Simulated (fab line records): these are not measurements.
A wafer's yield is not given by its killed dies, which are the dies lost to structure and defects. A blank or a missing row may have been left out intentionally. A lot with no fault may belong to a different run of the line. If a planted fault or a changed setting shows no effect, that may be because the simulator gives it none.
Which tool is to blame? + flow nand harc + 11 lots, 33 wafers sampled, at 5 steps of a route of 1302

WHAT THE GAUGES SHOWED, per wafer
NHARC_P_BONDPAD_INSPECT_23.
| lot  | measured     | on                | raw defect count |
|------|--------------|-------------------|------------------|
| L236 | day 8 02:45  | defect inspect-01 | 503 265 229      |
| L237 | day 8 14:37  | defect inspect-01 | 185 226 302      |
| L239 | day 9 05:38  | defect inspect-01 | 523 469 229      |
| L243 | day 10 17:19 | defect inspect-02 | 382 427 699      |
| L245 | day 11 21:01 | defect inspect-02 | 335 687 386      |
| L250 | day 13 21:41 | defect inspect-02 | 204 328 181      |
| L252 | day 14 19:13 | defect inspect-01 | 352 386 373      |
| L253 | day 15 00:01 | defect inspect-02 | 237 304 224      |
| L254 | day 15 08:20 | defect inspect-01 | 343 194 235      |
| L256 | day 16 03:16 | defect inspect-01 | 229 280 333      |
| L255 | day 16 04:33 | defect inspect-01 | 330 280 197      |

WHAT TOOL EACH LOT RAN ON (gives the tool, then ch and the chambers of the sampled wafers, and finally the start)
| lot  | NHARC_P_M2_PRE_CLEAN_32         | NHARC_P_BONDPAD_DEP_00                     | NHARC_P_BONDPAD_ETCH_37            | NHARC_P_BONDPAD_CMP_19        |
|------|---------------------------------|--------------------------------------------|------------------------------------|-------------------------------|
| L236 | pecvd-02 ch 0,1, day 7 22:16    | pecvd-03 ch 1,2, day 7 22:48               | rie diel-12 ch 0,1, day 8 00:17    | cmp-03 ch 1,3, day 8 02:12    |
| L237 | pecvd-02 ch 0,1,2, day 8 10:15  | pecvd-01 ch 0,1, day 8 10:45               | rie diel-10 ch 0,1,2, day 8 12:09  | cmp-01 ch 1,2,3, day 8 14:08  |
| L239 | pecvd-02 ch 0,1, day 9 00:59    | pecvd-01 ch 0,1,2, day 9 01:37             | rie diel-12 ch 1,2, day 9 03:10    | cmp-03 ch 0,1,3, day 9 05:09  |
| L243 | pecvd-03 ch 0,2, day 10 12:48   | pecvd-01 ch 0,1, day 10 13:29              | rie diel-12 ch 0,1,2, day 10 14:51 | cmp-01 ch 0,1,2, day 10 16:47 |
| L245 | pecvd-02 ch 0,1,2, day 11 16:32 | pecvd-03 ch 1,2, day 11 17:01              | rie diel-10 ch 2,3, day 11 18:32   | cmp-01 ch 0,1,2, day 11 20:32 |
| L250 | pecvd-03 ch 1,2, day 13 17:11   | pecvd-01 ch 0,1,2, day 13 17:40            | rie diel-12 ch 1,2, day 13 19:12   | cmp-03 ch 2,3, day 13 21:08   |
| L252 | pecvd-02 ch 0,1,2, day 14 14:45 | pecvd-01 ch 1,2, day 14 15:17              | rie diel-10 ch 0,3, day 14 16:46   | cmp-03 ch 0,2, day 14 18:44   |
| L253 | pecvd-03 ch 0,1,2, day 14 19:33 | pecvd-02 ch 1,2, day 14 20:02              | rie diel-12 ch 0,2,3, day 14 21:34 | cmp-01 ch 0,2,3, day 14 23:29 |
| L254 | pecvd-03 ch 0,1, day 15 04:00   | pecvd-03 ch 0,1,2, day 15 05:52 or earlier | rie diel-12 ch 0,2, day 15 05:52   | cmp-02 ch 0,2,3, day 15 07:51 |
| L256 | pecvd-02 ch 0,2, day 15 22:48   | pecvd-01 ch 1, day 15 23:16                | rie diel-10 ch 1,2, day 16 00:48   | cmp-02 ch 2,3, day 16 02:44   |
| L255 | pecvd-02 ch 0,1, day 16 00:04   | pecvd-02 ch 0,2, day 16 02:05 or earlier   | rie diel-03 ch 0,1, day 16 02:05   | cmp-02 ch 2,3, day 16 04:00   |
- NHARC_P_M2_PRE_CLEAN_32: time 12 s.
- NHARC_P_BONDPAD_DEP_00: deposits SiCN, target thk 250 nm.
- NHARC_P_BONDPAD_ETCH_37: etches the open film in N2/H2, target depth 60 nm, overetch 18 nm, time 65.91 s.
- NHARC_P_BONDPAD_CMP_19: polishes, t overpolish 30 s, cu recess touch 16 s, target thk 160.81 nm.

THE ANSWER, worked out from the rows above alone
Rule: the lots themselves supply what counts as usual. Put in order of their means at a reading, lots are off if they are a third of the lots or fewer, leave a main group of 4 or more, and stand apart from it by a gap of 3 or more times the standard deviation of the main group's means; of several such gaps the widest counts. If all means in a main group match to the digits the tables above print for the reading, that group is not used. Also off: a lot with no number at a reading for which 4 or more lots have one. The other lots that the step has rows for count as sound.
Across all readings shown, no lot is off: no conclusion can be drawn from this.

WHAT THE SIMULATOR HAD PUT IN
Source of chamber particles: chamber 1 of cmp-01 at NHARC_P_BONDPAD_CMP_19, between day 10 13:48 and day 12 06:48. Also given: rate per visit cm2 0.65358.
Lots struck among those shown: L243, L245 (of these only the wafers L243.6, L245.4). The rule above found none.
